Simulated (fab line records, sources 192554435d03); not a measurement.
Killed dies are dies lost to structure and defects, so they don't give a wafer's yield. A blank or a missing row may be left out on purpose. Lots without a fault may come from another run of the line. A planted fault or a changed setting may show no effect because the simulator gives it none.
A struck lot beside a sound one | flow n5_finfet | 37 steps out of a route of 1938
Sound: wafers L738.1, L738.3, L738.4. Struck: wafers L725.2, L725.3, L725.6. The cause comes at the end.
At each step with rows: each side's tool, then ch and its chambers, then its first start. Under that, the readings that differ: sound wafers | struck wafers | difference of the means | sigmas: that difference in standard deviations of wafers without a fault.
alike: readings whose means differ by less than 2 such deviations, and words and numbers that are the same on both sides. not compared: withheld readings, readings that some wafer has no value for, bounds like >300 that may hide the same value, and numbers for which the record gives no deviation and whose values overlap.
The two part at a step that has a row with sigmas, a row that says differs or no value, or rows on one side only. Numbers that don't overlap but have no deviation are shown without sigmas and don't part them. A reading that every wafer of one side lacks parts them only if that side has two wafers or more.

first, 9 steps without rows for these wafers: N5_BEOL_M4_ANNEAL_95 (time 240 s); N5_BEOL_M4_SPUTTER_96 (material Cu, target thk 4.5 nm, time 8.29 s); N5_BEOL_M4_ECD_50 (material Cu, target thk 300 nm); N5_BEOL_M4_ANNEAL_51 (time 90 s); N5_BEOL_M4_CMP_52 (polishes, stops on SiOC, t overpolish 6.8 s, target thk 40 nm); N5_BEOL_M4_PRE_CLEAN_60 (time 15 s); N5_BEOL_M4_CO_CAP_55 (material Co, precursor CCTBA/H2, target thk 2 nm, time 102.1 s); N5_BEOL_M4_PRE_CLEAN_56 (time 15 s); N5_BEOL_M4_DEP_57 (deposits SiCN from 3MS/NH3, target thk 8 nm, time 14 s).
N5_BEOL_M4_RC_MEAS_101:
  sound on prober-02 ch 0, day 12 09:46; struck on prober-02 ch 0, day 9 11:54
  alike: DIBL_N, DIBL_P, IOFF_N, IOFF_P, ION_N, ION_P, SS_N, SS_P, VT_N, VT_P
then, 24 steps without rows for these wafers: N5_BEOL_M5_ILD_DEP_00 (deposits SiCOH lowk from DEMS/porogen, target thk 140.64 nm, time 25.9 s); N5_BEOL_M5_CURE_79 (cures SiCOH lowk, time 240 s); N5_BEOL_M5_PECVD_70 (deposits SiO2 from TEOS/O2, target thk 16 nm, time 18 s); N5_BEOL_M5_HM_DEP_02 (deposits TiN, target thk 20 nm); N5_BEOL_M5_COAT_59 (time 60 s, resist thk 60 nm); N5_BEOL_M5_COAT_60 (time 60 s, resist thk 12 nm); N5_BEOL_M5_COAT_71 (time 60 s, resist thk 5 nm); N5_BEOL_M5_COAT_05 (resist thk 30 nm); N5_BEOL_M5_EBR_07; N5_BEOL_M5_SOFTBAKE_06 (time 60 s); N5_BEOL_M5_EXPOSE_08 (exposes mask M5, target cd 28 nm); N5_BEOL_M5_PEB_09 (peb time 60 s); N5_BEOL_M5_DEVELOP_10 (develop time 30 s); N5_BEOL_M5_DESCUM_16 (chemistry O2, time 7 s); N5_BEOL_M5_ETCH_72 (etches underlayer in N2/H2, target depth 6.5 nm, time 5.2 s); N5_BEOL_M5_ETCH_61 (etches SiARC in CF4, target depth 15.6 nm, time 26 s); N5_BEOL_M5_ETCH_62 (etches SOC in N2/H2, target depth 75 nm, overetch 15 nm, time 112.5 s); N5_BEOL_M5_STRIP_63 (strips in N2/H2); N5_BEOL_M5_STRIP_73 (strips in N2/H2); N5_BEOL_M5_STRIP_64 (strips in CF4); N5_BEOL_M5_HM_OPEN_17 (chemistry Cl2/BCl3, target TiN, target depth 20 nm, overetch 6 nm); N5_BEOL_M5_STRIP_19 (strips in O2); N5_BEOL_M5_COAT_65 (time 60 s, resist thk 60 nm); N5_BEOL_M5_COAT_66 (time 60 s, resist thk 12 nm).
-- the record jumps here: 3 days lie between the struck wafers' starts before and after (it left off in module BEOL_M5 and takes up again in module BEOL_M13, whose first step shown is number 1700 of the route) --
N5_BEOL_M13_ETCH_38: etches SiCN in CF4/N2, target depth 67.5 nm, time 71.9 s.
  sound on rie_diel-04 ch 0,1,2, day 15 13:24; struck on rie_diel-04 ch 1,2,3, day 12 08:29
  no value came back on the struck wafers for any of 9 readings (bias_w (W), cf4_flow_sccm (sccm) and others); on the sound wafers bias_w (W) reads 70.27 70.11 70.01
  reading                                       | sound             | struck            | difference | sigmas
  model.SiOC_of_BEOL_M13_ILD_DEP_00.thk_nm (nm) | 781.6 780.4 800.6 | 824.6 830.8 840.4 | +44.4      |
N5_BEOL_M13_CMP_49: polishes, stops on SiOC, t overpolish 17.1 s, target thk 420 nm.
  sound on cmp-04 ch 0,2,3, day 15 14:40; struck on cmp-02 ch 0,1,2, day 12 09:37
  reading                                       | sound             | struck            | difference | sigmas
  model.SiOC_of_BEOL_M13_ILD_DEP_00.thk_nm (nm) | 771.6 770.4 790.6 | 814.6 820.8 830.4 | +44.4      |
  alike: motor_current_A
N5_PASSIVATION_PROBE_49:
  sound on prober-01, day 16 22:37; struck on prober-02, day 13 11:21
  reading                  | sound          | struck         | difference | sigmas
  defect_limited_yield (%) | 89.5 89.2 93.4 | 0 0 0          | -91        | -60
  killed_at_M4_up          | 17 14 16       | 1093 1074 1063 | +1061      | +99 or more
  killed_dies              | 124 127 78     | 1180 1180 1180 | +1070      | +59
  killed_on_rim            | 16 13 13       | 152 152 152    | +138       | +36
  sort_bin_5_function (%)  | 7.5 7.3 4.0    | 96.9 94.9 95.5 | +89.5      | +90
  sort_n_pass              | 1056 1053 1102 | 0 0 0          | -1070      | -56
  sort_yield_pct (%)       | 89.5 89.2 93.4 | 0 0 0          | -91        | -57
  alike: killed_at_M0_to_M3, killed_at_contacts, killed_at_front_end, killed_at_other, killed_open, killed_short, sort_bin_6_memory

WHERE THEY PART
First at N5_BEOL_M13_ETCH_38; last, within this record, at N5_PASSIVATION_PROBE_49.

WHY: what the simulator had put in
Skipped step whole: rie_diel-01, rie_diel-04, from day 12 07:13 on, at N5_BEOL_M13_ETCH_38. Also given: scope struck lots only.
